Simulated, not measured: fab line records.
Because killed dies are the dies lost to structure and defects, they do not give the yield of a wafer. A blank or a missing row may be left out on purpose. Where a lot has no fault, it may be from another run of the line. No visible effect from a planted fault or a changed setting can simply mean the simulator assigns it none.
Lot-split experiment | flow n5-finfet | route with 1938 steps; 7 lots, 39 wafers read

## THE SPLIT
At N5_MOL_CONTACT_COAG_VIA_ETCH_117 (etches SiO2 in C4F6/O2, target depth 40 nm, overetch 8 nm, time 26 s), the setting bias-w was moved away from the recipe's 455 W on 18 of the 39 wafers read, by -18.6% to +15.5%. All remaining wafers had this setting at the recipe value.

The reading is taken at the split's own step.

## THE READING
rf-vpp-V, in V, at N5_MOL_CONTACT_COAG_VIA_ETCH_117 (etches SiO2 in C4F6/O2, target depth 40 nm, overetch 8 nm, time 26 s). On this fab line, fault-free wafers typically give 1593 V with a standard deviation of 27 V.

wafer  | tool, chamber at the split | bias-w as run, W | against the recipe | rf-vpp-V, V | against lot-mates on the recipe
L074.1 | rie-diel-05, 3             | 485.1            | +6.6%              | 1676        | +109
L074.2 | rie-diel-05, 0             | 455              | recipe             | 1571        | -
L074.3 | rie-diel-05, 1             | 485.1            | +6.6%              | 1662        | +95
L074.4 | rie-diel-05, 2             | 455              | recipe             | 1564        | -
L074.5 | rie-diel-05, 1             | 485.1            | +6.6%              | 1664        | +97
L074.6 | rie-diel-05, 2             | 455              | recipe             | 1565        | -
L076.1 | rie-diel-02, 2             | 455              | recipe             | 1544        | -
L076.2 | rie-diel-02, 0             | 455              | recipe             | 1634        | -
L076.3 | rie-diel-02, 1             | 406.5            | -10.7%             | 1457        | -131
L076.4 | rie-diel-02, 2             | 406.5            | -10.7%             | 1418        | -170
L076.5 | rie-diel-02, 1             | 455              | recipe             | 1586        | -
L076.6 | rie-diel-02, 0             | 406.5            | -10.7%             | 1501        | -87
L081.1 | rie-diel-04, 3             | 525.6            | +15.5%             | 1776        | +163
L081.2 | rie-diel-04, 2             | 455              | recipe             | 1592        | -
L081.3 | rie-diel-04, 1             | 455              | recipe             | 1609        | -
L081.4 | rie-diel-04, 0             | 525.6            | +15.5%             | 1822        | +209
L081.5 | rie-diel-04, 0             | 455              | recipe             | 1637        | -
L081.6 | rie-diel-04, 3             | 525.6            | +15.5%             | 1778        | +165
L082.1 | rie-diel-05, 1             | 370.5            | -18.6%             | 1357        | -221
L082.2 | rie-diel-05, 0             | 455              | recipe             | 1570        | -
L082.3 | rie-diel-05, 2             | 370.5            | -18.6%             | 1341        | -237
L082.4 | rie-diel-05, 3             | 370.5            | -18.6%             | 1367        | -211
L082.5 | rie-diel-05, 2             | 455              | recipe             | 1565        | -
L082.6 | rie-diel-05, 3             | 455              | recipe             | 1599        | -
L086.1 | rie-diel-04, 1             | 520.7            | +14.4%             | 1774        | +174
L086.2 | rie-diel-04, 3             | 455              | recipe             | 1596        | -
L086.3 | rie-diel-04, 1             | 455              | recipe             | 1608        | -
L086.4 | rie-diel-04, 3             | 520.7            | +14.4%             | 1764        | +164
L086.5 | rie-diel-04, 3             | 455              | recipe             | 1597        | -
L086.6 | rie-diel-04, 1             | 520.7            | +14.4%             | 1776        | +176
L090.2 | rie-diel-05, 1             | 455              | recipe             | 1585        | -
L090.3 | rie-diel-05, 2             | 455              | recipe             | 1563        | -
L090.5 | rie-diel-05, 0             | 455              | recipe             | 1571        | -
L097.1 | rie-diel-02, 1             | 455              | recipe             | 1583        | -
L097.2 | rie-diel-02, 2             | 386.9            | -15.0%             | 1365        | -251
L097.3 | rie-diel-02, 3             | 386.9            | -15.0%             | 1452        | -164
L097.4 | rie-diel-02, 0             | 455              | recipe             | 1633        | -
L097.5 | rie-diel-02, 3             | 386.9            | -15.0%             | 1452        | -164
L097.6 | rie-diel-02, 0             | 455              | recipe             | 1632        | -

THE FIT
A straight line over all 39 wafers: rf-vpp-V changes by +12.4 V for each +1% of bias-w; r = +0.98; the points scatter about the line by 27 V.
The same after taking each lot's own level away (the mean of its wafers on the recipe; 39 wafers): +12.2 V for each +1%; r = +0.98; scatter 23 V.
The reading moves by 2.3e+02 V for the largest change in bias-w, on that fit.
The span of the lots' own levels, 1566.7 to 1616.0 V, comes to 1.8 times the standard deviation stated above.
The two slopes agree, so the slope changes little with the lot-to-lot level.
Check: for one of the wafers moved furthest among these (-18.6%), held out of the fit, the line's prediction against its lot-mates is -227 V. Against them it came out at -221 V.
Tool readings at the split's step, against how far the setting was moved: rf-vpp-V r = +0.98.

## OTHER SPLITS APPLIED TO THESE WAFERS
These wafers also went through other splits before the reading. Each is held against what the fit with the lots' levels taken away leaves over:
other split on the same wafers         | wafers away from the commonest value | r with rf-vpp-V (lot level and that fit taken away)
N5_DUMMY_GATE_EXPOSE_12 dose-mj        | 9                                    | +0.00
N5_DUMMY_GATE_ETCH_32 time-s           | 15                                   | -0.30
N5_SPACER0_ALD_07 target-thk-a         | 12                                   | -0.03
N5_MOL_CONTACT_COAG_ALD_123 ald-cycles | 12                                   | +0.03

## THE FILE'S OWN FIT
rf-vpp-V changes by +12.2 V for each +1% of bias-w, r = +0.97.
